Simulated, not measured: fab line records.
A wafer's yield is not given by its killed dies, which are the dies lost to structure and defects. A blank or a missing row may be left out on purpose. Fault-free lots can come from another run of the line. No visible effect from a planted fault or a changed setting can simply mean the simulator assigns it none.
Split-lot study / flow n5 finfet / 21 wafers read from 7 lots, route of 1938 steps

THE SPLIT ITSELF
At N5_FIN_CUT_ETCH_21 (etches SOC in N2/H2, target depth 219 nm, overetch 43.8 nm, time 523.5 s), the setting bias w was moved away from the recipe's 61 W on 6 of the 21 wafers read, by -10.4% to +15.7%. The other wafers ran this setting at the recipe's value.

The reading comes from the split's own step.

THE READING
rf vpp V, in V, at N5_FIN_CUT_ETCH_21 (etches SOC in N2/H2, target depth 219 nm, overetch 43.8 nm, time 523.5 s). A value of 241.1 V with a standard deviation of 1.4 V is what fault-free wafers of this fab line usually give.

wafer=L075.1; tool, chamber at the split=rie diel-06, 3; bias w as run, W=61; against the recipe=recipe; rf vpp V, V=242.5; against lot-mates on the recipe=-
wafer=L075.3; tool, chamber at the split=rie diel-06, 2; bias w as run, W=57.84; against the recipe=-5.2%; rf vpp V, V=233.3; against lot-mates on the recipe=-9.0
wafer=L075.4; tool, chamber at the split=rie diel-06, 2; bias w as run, W=61; against the recipe=recipe; rf vpp V, V=242.2; against lot-mates on the recipe=-
wafer=L076.1; tool, chamber at the split=rie diel-06, 2; bias w as run, W=61; against the recipe=recipe; rf vpp V, V=241.8; against lot-mates on the recipe=-
wafer=L076.2; tool, chamber at the split=rie diel-06, 1; bias w as run, W=61; against the recipe=recipe; rf vpp V, V=239.4; against lot-mates on the recipe=-
wafer=L076.6; tool, chamber at the split=rie diel-06, 3; bias w as run, W=61; against the recipe=recipe; rf vpp V, V=239.9; against lot-mates on the recipe=-
wafer=L081.1; tool, chamber at the split=rie diel-05, 2; bias w as run, W=61; against the recipe=recipe; rf vpp V, V=241.8; against lot-mates on the recipe=-
wafer=L081.3; tool, chamber at the split=rie diel-05, 3; bias w as run, W=61; against the recipe=recipe; rf vpp V, V=242.0; against lot-mates on the recipe=-
wafer=L081.6; tool, chamber at the split=rie diel-05, 2; bias w as run, W=54.64; against the recipe=-10.4%; rf vpp V, V=225.1; against lot-mates on the recipe=-16.8
wafer=L083.1; tool, chamber at the split=rie diel-06, 2; bias w as run, W=61; against the recipe=recipe; rf vpp V, V=241.8; against lot-mates on the recipe=-
wafer=L083.3; tool, chamber at the split=rie diel-06, 1; bias w as run, W=61; against the recipe=recipe; rf vpp V, V=241.7; against lot-mates on the recipe=-
wafer=L083.4; tool, chamber at the split=rie diel-06, 0; bias w as run, W=61; against the recipe=recipe; rf vpp V, V=241.2; against lot-mates on the recipe=-
wafer=L086.1; tool, chamber at the split=rie diel-06, 3; bias w as run, W=68.96; against the recipe=+13.0%; rf vpp V, V=262.0; against lot-mates on the recipe=+20.2
wafer=L086.3; tool, chamber at the split=rie diel-06, 1; bias w as run, W=61; against the recipe=recipe; rf vpp V, V=241.8; against lot-mates on the recipe=-
wafer=L086.5; tool, chamber at the split=rie diel-06, 2; bias w as run, W=68.96; against the recipe=+13.0%; rf vpp V, V=261.9; against lot-mates on the recipe=+20.1
wafer=L095.2; tool, chamber at the split=rie diel-05, 1; bias w as run, W=61; against the recipe=recipe; rf vpp V, V=238.7; against lot-mates on the recipe=-
wafer=L095.5; tool, chamber at the split=rie diel-05, 2; bias w as run, W=61; against the recipe=recipe; rf vpp V, V=241.8; against lot-mates on the recipe=-
wafer=L095.6; tool, chamber at the split=rie diel-05, 3; bias w as run, W=61; against the recipe=recipe; rf vpp V, V=241.9; against lot-mates on the recipe=-
wafer=L096.2; tool, chamber at the split=rie diel-02, 2; bias w as run, W=70.6; against the recipe=+15.7%; rf vpp V, V=266.0; against lot-mates on the recipe=+25.0
wafer=L096.3; tool, chamber at the split=rie diel-02, 1; bias w as run, W=61; against the recipe=recipe; rf vpp V, V=241.0; against lot-mates on the recipe=-
wafer=L096.6; tool, chamber at the split=rie diel-02, 1; bias w as run, W=70.6; against the recipe=+15.7%; rf vpp V, V=266.7; against lot-mates on the recipe=+25.7

FIT RESULTS
A straight line over all 21 wafers: rf vpp V changes by +1.58 V for each +1% of bias w; r = +1.00; the points scatter about the line by 0.96 V.
The same after taking each lot's own level away (the mean of its wafers on the recipe; 21 wafers): +1.59 V for each +1%; r = +1.00; scatter 0.79 V.
The reading moves by 25 V for the largest change in bias w, on that fit.
The lots' own levels span 240.37 to 242.35 V, that is 1.4 times the standard deviation above.
So the lot-to-lot level changes the slope little: the two slopes agree.
Check: +25 V against its lot-mates is what the line predicts for one of the wafers moved furthest among these (+15.7%) when that wafer is left out of the fit. Against them it came out at +25 V.
Tool readings at the split's step, against how far the setting was moved: rf vpp V r = +1.00.

ADDITIONAL SPLITS CARRIED BY THESE WAFERS
Before the reading, these wafers also passed through other splits. Each is held against what the fit with the lots' levels taken away leaves over:
other split on the same wafers=N5_ZERO_LAYER_PECVD_02 time s; wafers away from the commonest value=9; r with rf vpp V (lot level and that fit taken away)=+0.00
other split on the same wafers=N5_ZERO_LAYER_COAT_05 spin rpm; wafers away from the commonest value=9; r with rf vpp V (lot level and that fit taken away)=-0.03
other split on the same wafers=N5_ZERO_LAYER_EXPOSE_08 dose mj; wafers away from the commonest value=6; r with rf vpp V (lot level and that fit taken away)=-0.04
other split on the same wafers=N5_ZERO_LAYER_DEVELOP_10 develop time s; wafers away from the commonest value=3; r with rf vpp V (lot level and that fit taken away)=+0.14
other split on the same wafers=N5_FIN_SAQP_DESCUM_21 time s; wafers away from the commonest value=11; r with rf vpp V (lot level and that fit taken away)=+0.14

THE WHOLE CHAIN: every reading that the file lists as answering this split, in the file's order
step=N5_FIN_CUT_ETCH_21; what it does=etches SOC in N2/H2, target depth 219 nm, overetch 43.8 nm, time 523.5 s; reading=rf vpp V; change (the file's fit)=+1.6 V for each +1% of the setting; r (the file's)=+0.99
step=N5_FIN_CUT_ETCH_21; what it does=etches SOC in N2/H2, target depth 219 nm, overetch 43.8 nm, time 523.5 s; reading=SiARC_of_FIN_CUT_COAT_19.thk nm (the simulator's own value, which no gauge read); change (the file's fit)=-0.0463 nm for each +1% of the setting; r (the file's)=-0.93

FILE'S OWN FIT
rf vpp V changes by +1.6 V for each +1% of bias w, r = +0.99.
